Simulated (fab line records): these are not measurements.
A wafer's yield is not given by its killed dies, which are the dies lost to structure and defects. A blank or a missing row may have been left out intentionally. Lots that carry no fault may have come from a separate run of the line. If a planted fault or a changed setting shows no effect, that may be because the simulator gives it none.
Which tool did it?	flow n5_finfet	60 wafers from 20 lots sampled at 6 of the route's 1938 steps

WHAT THE GAUGES READ, wafer by wafer
Not one reading of a measure or inspect step in the record can be checked against a usual standard deviation.

WHICH TOOL RAN EACH LOT (tool, then ch and the chambers of the sampled wafers, then the start)
lot	N5_BEOL_M1_HM_OPEN_17	N5_BEOL_M1_DESCUM_33	N5_BEOL_M1_ETCH_69	N5_BEOL_M1_ETCHBACK_99	N5_BEOL_M1_VIA_ETCH_34	N5_BEOL_M1_SPUTTER_79
L074	rie_metal-02 ch 0, day 6 07:42	rie_diel-04 ch 0,1, day 6 08:26	rie_diel-04 ch 0,1, day 6 08:29	rie_diel-06 ch 0,1,2, day 6 08:54	rie_diel-06 ch 0,1,2, day 6 09:02	pvd_sputter-02, day 6 10:47
L075	rie_metal-02 ch 0,1, day 6 09:08	rie_diel-05 ch 0,1,3, day 6 09:47	rie_diel-05 ch 0,1,3, day 6 09:51	rie_diel-04 ch 0,1,2, day 6 11:55	rie_diel-04 ch 0,1,2, day 6 12:04	pvd_sputter-01, day 6 13:44
L077	rie_metal-01 ch 0,1, day 6 14:21	rie_diel-04 ch 0,2, day 6 15:06	rie_diel-04 ch 0,2, day 6 15:09	rie_diel-06 ch 0,1,3, day 6 17:17	rie_diel-06 ch 0,1,3, day 6 17:25	pvd_sputter-01, day 6 19:05
L076	rie_metal-03 ch 0,1, day 6 18:25	rie_diel-05 ch 0,2,3, day 6 19:09	rie_diel-05 ch 0,2,3, day 6 19:13	rie_diel-04 ch 0,1,2, day 6 19:25	rie_diel-04 ch 0,1,2, day 6 19:33	pvd_sputter-01, day 6 20:56
L078	rie_metal-01 ch 1, day 7 04:55	rie_diel-04 ch 0,1,2, day 7 05:49	rie_diel-04 ch 0,1,2, day 7 05:52	rie_diel-06 ch 1,3, day 7 06:51	rie_diel-06 ch 1,3, day 7 06:59	pvd_sputter-01, day 7 08:37
L079	rie_metal-02 ch 0,1, day 7 07:20	rie_diel-04 ch 1,2, day 7 08:22	rie_diel-04 ch 1,2, day 7 08:27	rie_diel-06 ch 1,3, day 7 09:22	rie_diel-06 ch 1,3, day 7 09:31	pvd_sputter-03, day 7 10:50
L080	rie_metal-02 ch 0,1, day 7 08:03	rie_diel-04 ch 1,2, day 7 08:58	rie_diel-04 ch 1,2, day 7 09:03	rie_diel-04 ch 1,2, day 7 09:54	rie_diel-04 ch 1,2, day 7 10:02	pvd_sputter-02, day 7 16:11
L081	rie_metal-01 ch 1, day 7 16:47	rie_diel-06 ch 2,3, day 7 17:40	rie_diel-06 ch 2,3, day 7 17:43	rie_diel-04 ch 0,1,3, day 7 19:06	rie_diel-04 ch 0,1,3, day 7 19:14	pvd_sputter-02, day 7 20:42
L082	rie_metal-01 ch 1, day 7 23:53	rie_diel-05 ch 0,2, day 8 00:33	rie_diel-05 ch 0,2, day 8 00:36	rie_diel-05 ch 1,2,3, day 8 00:56	rie_diel-05 ch 1,2,3, day 8 01:05	pvd_sputter-03, day 8 03:00
L083	rie_metal-01 ch 0,1, day 8 05:44	rie_diel-05 ch 0,3, day 8 06:25	rie_diel-05 ch 0,3, day 8 06:28	rie_diel-04 ch 0,2, day 8 09:19	rie_diel-04 ch 0,2, day 8 09:27	pvd_sputter-03, day 8 11:14
L086	rie_metal-02 ch 0,1, day 9 00:17	rie_diel-05 ch 0,2,3, day 9 01:19	rie_diel-05 ch 0,2,3, day 9 01:22	rie_diel-06 ch 0,1,2, day 9 01:56	rie_diel-06 ch 0,1,2, day 9 02:04	pvd_sputter-02, day 9 03:19
L084	rie_metal-02 ch 0,1, day 9 00:24	rie_diel-06 ch 2,3, day 9 01:31	rie_diel-06 ch 2,3, day 9 01:34	rie_diel-04 ch 0,2,3, day 9 02:01	rie_diel-04 ch 0,2,3, day 9 02:10	pvd_sputter-01, day 9 03:23
L085	rie_metal-02 ch 0,1, day 9 01:04	rie_diel-06 ch 1,2, day 9 01:46	rie_diel-06 ch 1,2, day 9 01:49	rie_diel-06 ch 1,2,3, day 9 02:18	rie_diel-06 ch 1,2,3, day 9 02:26	pvd_sputter-01, day 9 05:31
L087	rie_metal-02 ch 0,1, day 9 01:35	rie_diel-04 ch 0,2, day 9 02:28	rie_diel-04 ch 0,2, day 9 02:31	rie_diel-05 ch 0,3, day 9 14:53	rie_diel-05 ch 0,3, day 9 15:01	pvd_sputter-02, day 9 17:22
L088	rie_metal-01 ch 0,1, day 9 13:05	rie_diel-06 ch 0,2,3, day 9 13:43	rie_diel-06 ch 0,2,3, day 9 13:46	rie_diel-06 ch 1,2,3, day 9 16:44	rie_diel-06 ch 1,2,3, day 9 16:52	pvd_sputter-03, day 9 18:17
L089	rie_metal-02 ch 0,1, day 9 21:01	rie_diel-05 ch 0,1, day 9 21:38	rie_diel-05 ch 0,1, day 9 21:41	rie_diel-04 ch 0,2,3, day 9 22:58	rie_diel-04 ch 0,2,3, day 9 23:06	pvd_sputter-03, day 10 00:46
L091	rie_metal-03 ch 0, day 10 05:50	rie_diel-06 ch 1,2,3, day 10 06:27	rie_diel-06 ch 1,2,3, day 10 06:30	rie_diel-04 ch 0,2, day 10 08:10	rie_diel-04 ch 0,2, day 10 08:18	pvd_sputter-02, day 10 10:16
L094	rie_metal-02 ch 0,1, day 11 05:28	rie_diel-05 ch 1,2,3, day 11 06:13	rie_diel-05 ch 1,2,3, day 11 06:16	rie_diel-04 ch 2,3, day 11 06:57	rie_diel-04 ch 2,3, day 11 07:05	pvd_sputter-03, day 11 08:42
L095	rie_metal-01 ch 0,1, day 11 20:10	rie_diel-06 ch 0,1,2, day 11 20:55	rie_diel-06 ch 0,1,2, day 11 20:58	rie_diel-04 ch 0,2,3, day 12 05:23	rie_diel-04 ch 0,2,3, day 12 05:31	pvd_sputter-02, day 12 07:17
L096	rie_metal-02 ch 0,1, day 12 05:34	rie_diel-06 ch 2,3, day 12 06:29	rie_diel-06 ch 2,3, day 12 06:32	rie_diel-04 ch 1,2,3, day 12 10:42	rie_diel-04 ch 1,2,3, day 12 10:50	pvd_sputter-03, day 12 12:37
- N5_BEOL_M1_HM_OPEN_17: chemistry Cl2/BCl3, target TiN, target depth 20 nm, overetch 6 nm.
- N5_BEOL_M1_DESCUM_33: chemistry O2, time 7 s.
- N5_BEOL_M1_ETCH_69: etches SiARC in CF4, target depth 15.6 nm, time 26 s.
- N5_BEOL_M1_ETCHBACK_99: etches SiO2 in CHF3, target depth 5 nm, time 10.4 s.
- N5_BEOL_M1_VIA_ETCH_34: etches the open film in C4F6/O2, target depth 67.8 nm, time 64.4 s.
- N5_BEOL_M1_SPUTTER_79: material Cu, target thk 4.5 nm, time 8.29 s.

AS READ BY THE TOOLS THEMSELVES (means over the sampled wafers that have a number; for cases with no such wafer, the mark the record gives instead)
N5_BEOL_M1_HM_OPEN_17. Usual: drypump_motor_current_A 5.7 A, standard deviation 0.56; oes_product_au 0.63 a.u., standard deviation 0.089; throttle_valve_pct 22.25 %, standard deviation 0.19.
lot	tool	drypump_motor_current_A (A)	oes_product_au (a.u.)	throttle_valve_pct (%)	flag
L074	rie_metal-02	4.8	0.56	21.98	
L075	rie_metal-02	5.7	0.56	22.24	
L077	rie_metal-01	5.7	0.57	22.55	
L076	rie_metal-03	5.7	0.70	22.08	
L078	rie_metal-01	6.2	0.72	22.39	
L079	rie_metal-02	5.7	0.55	22.27	
L080	rie_metal-02	5.3	0.55	22.13	
L081	rie_metal-01	6.2	0.70	22.40	
L082	rie_metal-01	6.2	0.71	22.40	
L083	rie_metal-01	5.7	0.79	22.32	
L086	rie_metal-02	5.7	0.55	22.29	
L084	rie_metal-02	5.7	0.55	22.28	
L085	rie_metal-02	5.7	0.56	22.27	
L087	rie_metal-02	5.3	0.54	22.14	
L088	rie_metal-01	6.0	0.73	22.36	
L089	rie_metal-02	5.3	0.55	22.13	
L091	rie_metal-03	5.5	0.69	22.32	
L094	rie_metal-02	5.7	0.54	22.28	
L095	rie_metal-01	5.7	0.74	22.33	
L096	rie_metal-02	5.7	0.54	22.27	

N5_BEOL_M1_DESCUM_33. Usual: drypump_motor_current_A 5.7 A, standard deviation 0.4; oes_product_au 0.75 a.u., standard deviation 0.083; rf_vpp_V 243.2 V, standard deviation 1.3; showerhead_plenum_p_Torr 2.09 Torr, standard deviation 0.063; throttle_valve_pct 20.53 %, standard deviation 0.26.
lot	tool	drypump_motor_current_A (A)	oes_product_au (a.u.)	rf_vpp_V (V)	showerhead_plenum_p_Torr (Torr)	throttle_valve_pct (%)	flag
L074	rie_diel-04	5.8	0.75	244.0	2.12	20.47	
L075	rie_diel-05	5.7	0.77	242.9	2.07	20.52	
L077	rie_diel-04	6.2	0.71	241.6	2.05	20.84	
L076	rie_diel-05	5.6	0.82	243.2	2.11	20.42	
L078	rie_diel-04	6.0	0.72	243.9	2.08	20.68	
L079	rie_diel-04	6.0	0.67	243.6	2.11	20.66	
L080	rie_diel-04	6.3	0.65	243.3	2.08	20.83	
L081	rie_diel-06	5.7	0.73	244.4	2.17	20.41	
L082	rie_diel-05	5.4	0.82	244.2	2.13	20.45	
L083	rie_diel-05	5.9	0.76	243.5	2.12	20.63	
L086	rie_diel-05	5.6	0.81	243.8	2.10	20.45	
L084	rie_diel-06	5.4	0.73	244.7	2.17	20.33	
L085	rie_diel-06	5.9	0.72	243.5	2.11	20.58	
L087	rie_diel-04	6.2	0.92	242.7	2.05	20.56	
L088	rie_diel-06	5.6	0.71	244.4	2.16	20.37	
L089	rie_diel-05	5.7	0.71	242.3	2.05	20.68	
L091	rie_diel-06	5.7	0.72	243.6	2.11	20.49	
L094	rie_diel-05	5.4	0.79	241.7	2.04	20.38	
L095	rie_diel-06	5.8	0.79	243.9	2.10	20.42	
L096	rie_diel-06	5.7	0.70	244.0	2.16	20.46	

N5_BEOL_M1_ETCH_69. Usual: drypump_motor_current_A 5.7 A, standard deviation 0.4; etch_rf_on_time_s 26.1 s, standard deviation 0.39; oes_product_au 0.64 a.u., standard deviation 0.072; rf_vpp_V 184.0 V, standard deviation 1.1; showerhead_plenum_p_Torr 2.14 Torr, standard deviation 0.066; throttle_valve_pct 15.73 %, standard deviation 0.25.
lot	tool	drypump_motor_current_A (A)	etch_rf_on_time_s (s)	oes_product_au (a.u.)	rf_vpp_V (V)	showerhead_plenum_p_Torr (Torr)	throttle_valve_pct (%)	flag
L074	rie_diel-04	5.8	26.1	0.63	184.9	2.17	15.72	
L075	rie_diel-05	5.7	25.8	0.66	183.8	2.11	15.69	
L077	rie_diel-04	6.2	26.0	0.61	183.7	2.10	15.98	
L076	rie_diel-05	5.6	26.3	0.70	183.8	2.16	15.60	
L078	rie_diel-04	6.0	26.0	0.62	183.7	2.13	15.87	
L079	rie_diel-04	6.1	25.9	0.58	184.5	2.17	15.94	
L080	rie_diel-04	6.3	26.0	0.56	184.2	2.13	16.07	
L081	rie_diel-06	5.7	26.3	0.62	184.8	2.22	15.65	
L082	rie_diel-05	5.4	26.1	0.70	184.1	2.18	15.68	
L083	rie_diel-05	5.9	26.6	0.65	184.2	2.17	15.81	
L086	rie_diel-05	5.6	26.4	0.68	184.6	2.15	15.65	
L084	rie_diel-06	5.4	26.2	0.63	184.9	2.22	15.60	
L085	rie_diel-06	5.9	26.5	0.61	185.1	2.16	15.77	
L087	rie_diel-04	6.2	25.3	0.78	182.9	2.09	15.62	
L088	rie_diel-06	5.6	26.1	0.61	184.5	2.21	15.62	
L089	rie_diel-05	5.7	26.2	0.60	183.7	2.10	15.85	
L091	rie_diel-06	5.6	26.3	0.62	184.3	2.16	15.71	
L094	rie_diel-05	5.4	25.8	0.67	184.1	2.09	15.57	
L095	rie_diel-06	5.8	26.0	0.67	183.9	2.15	15.60	
L096	rie_diel-06	5.7	26.4	0.60	185.1	2.20	15.72	

N5_BEOL_M1_ETCHBACK_99. Usual: drypump_motor_current_A 5.7 A, standard deviation 0.43; oes_product_au 0.77 a.u., standard deviation 0.083; rf_vpp_V 241 V, standard deviation 3.2; showerhead_plenum_p_Torr 2.15 Torr, standard deviation 0.067; throttle_valve_pct 17.17 %, standard deviation 0.21.
lot	tool	drypump_motor_current_A (A)	oes_product_au (a.u.)	rf_vpp_V (V)	showerhead_plenum_p_Torr (Torr)	throttle_valve_pct (%)	flag
L074	rie_diel-06	5.8	0.72	242	2.17	17.12	
L075	rie_diel-04	6.0	0.73	242	2.14	17.30	
L077	rie_diel-06	5.6	0.74	243	2.17	17.04	
L076	rie_diel-04	6.0	0.73	242	2.14	17.31	
L078	rie_diel-06	5.6	0.75	241	2.12	17.13	
L079	rie_diel-06	5.4	0.75	243	2.18	17.03	
L080	rie_diel-04	6.1	0.67	243	2.18	17.38	
L081	rie_diel-04	5.5	0.77	241	2.16	17.23	
L082	rie_diel-05	5.4	0.80	240	2.10	16.96	
L083	rie_diel-04	6.2	0.94	239	2.10	17.08	
L086	rie_diel-06	5.8	0.72	242	2.16	17.16	
L084	rie_diel-04	5.7	0.85	239	2.12	17.18	
L085	rie_diel-06	5.7	0.73	242	2.18	17.13	
L087	rie_diel-05	5.8	0.79	239	2.12	17.01	
L088	rie_diel-06	5.6	0.72	243	2.17	17.15	
L089	rie_diel-04	5.7	0.85	239	2.11	17.20	
L091	rie_diel-04	6.2	0.90	238	2.09	17.10	
L094	rie_diel-04	6.0	0.87	237	2.11	17.21	
L095	rie_diel-04	5.8	0.82	238	2.11	17.23	
L096	rie_diel-04	5.8	0.86	240	2.15	17.14	

N5_BEOL_M1_VIA_ETCH_34. Usual: drypump_motor_current_A 5.7 A, standard deviation 0.43; oes_product_au 0.77 a.u., standard deviation 0.083; rf_vpp_V 667 V, standard deviation 8.4; showerhead_plenum_p_Torr 2.84 Torr, standard deviation 0.086; throttle_valve_pct 30.83 %, standard deviation 0.24.
lot	tool	drypump_motor_current_A (A)	oes_product_au (a.u.)	rf_vpp_V (V)	showerhead_plenum_p_Torr (Torr)	throttle_valve_pct (%)	flag
L074	rie_diel-06	5.8	0.73	671	2.86	30.72	
L075	rie_diel-04	6.0	0.73	670	2.83	30.96	
L077	rie_diel-06	5.6	0.74	670	2.87	30.60	
L076	rie_diel-04	6.0	0.73	670	2.83	30.95	
L078	rie_diel-06	5.6	0.75	665	2.81	30.70	
L079	rie_diel-06	5.4	0.75	671	2.88	30.55	
L080	rie_diel-04	6.1	0.68	672	2.88	30.98	
L081	rie_diel-04	5.5	0.77	668	2.85	30.95	
L082	rie_diel-05	5.4	0.80	664	2.78	30.60	
L083	rie_diel-04	6.2	0.95	662	2.77	30.88	
L086	rie_diel-06	5.8	0.71	671	2.86	30.74	
L084	rie_diel-04	5.7	0.85	660	2.80	30.97	
L085	rie_diel-06	5.6	0.73	672	2.87	30.70	
L087	rie_diel-05	5.8	0.79	664	2.80	30.64	
L088	rie_diel-06	5.7	0.73	670	2.87	30.69	
L089	rie_diel-04	5.7	0.84	661	2.80	30.96	
L091	rie_diel-04	6.2	0.90	661	2.77	30.90	
L094	rie_diel-04	6.1	0.86	656	2.79	31.00	
L095	rie_diel-04	5.7	0.81	661	2.79	30.99	
L096	rie_diel-04	5.8	0.87	663	2.84	30.88	

N5_BEOL_M1_SPUTTER_79. Usual: chuck_gas_flow_sccm 1.25 sccm, standard deviation 0.052; susceptor_temp_C -20.01 C, standard deviation 0.096; throttle_valve_pct 30.9 %, standard deviation 0.75.
lot	tool	chuck_gas_flow_sccm (sccm)	susceptor_temp_C (C)	throttle_valve_pct (%)	flag
L074	pvd_sputter-02	1.23	-20.00	31.3	
L075	pvd_sputter-01	1.23	-20.04	30.9	
L077	pvd_sputter-01	1.27	-19.91	31.3	
L076	pvd_sputter-01	1.21	-20.14	30.8	
L078	pvd_sputter-01	1.26	-20.00	31.6	
L079	pvd_sputter-03	1.28	-20.04	30.4	
L080	pvd_sputter-02	1.21	-19.99	31.5	
L081	pvd_sputter-02	1.26	-19.99	30.6	
L082	pvd_sputter-03	1.29	-19.85	30.4	
L083	pvd_sputter-03	1.28	-20.03	30.5	
L086	pvd_sputter-02	1.26	-20.01	31.2	
L084	pvd_sputter-01	1.24	-19.96	31.1	
L085	pvd_sputter-01	1.31	-20.02	31.0	
L087	pvd_sputter-02	1.26	-19.98	30.9	
L088	pvd_sputter-03	1.26	-20.03	30.7	
L089	pvd_sputter-03	1.26	-19.99	30.1	
L091	pvd_sputter-02	1.19	-20.06	31.1	
L094	pvd_sputter-03	1.20	-19.92	30.6	
L095	pvd_sputter-02	1.31	-19.98	31.4	
L096	pvd_sputter-03	1.29	-20.12	30.3	

THE ANSWER, worked out from the rows above alone
Rule: take the mean of a lot's wafers that have a number; if it is more than 3 standard deviations from the usual mean, the lot is off. A lot without any number at a reading at which 4 lots or more have one is off too. Any other lot the step has rows for is counted as sound. After the gauges, taken in route order, come the tools' own readings; for these a lot's mean is taken, as printed above. At the first step where some lot is off, the reading lying furthest off is the one used; lots without a number count as furthest.
Nothing can be told from this: no lot is off at any reading shown.

WHAT THE SIMULATOR PUT IN
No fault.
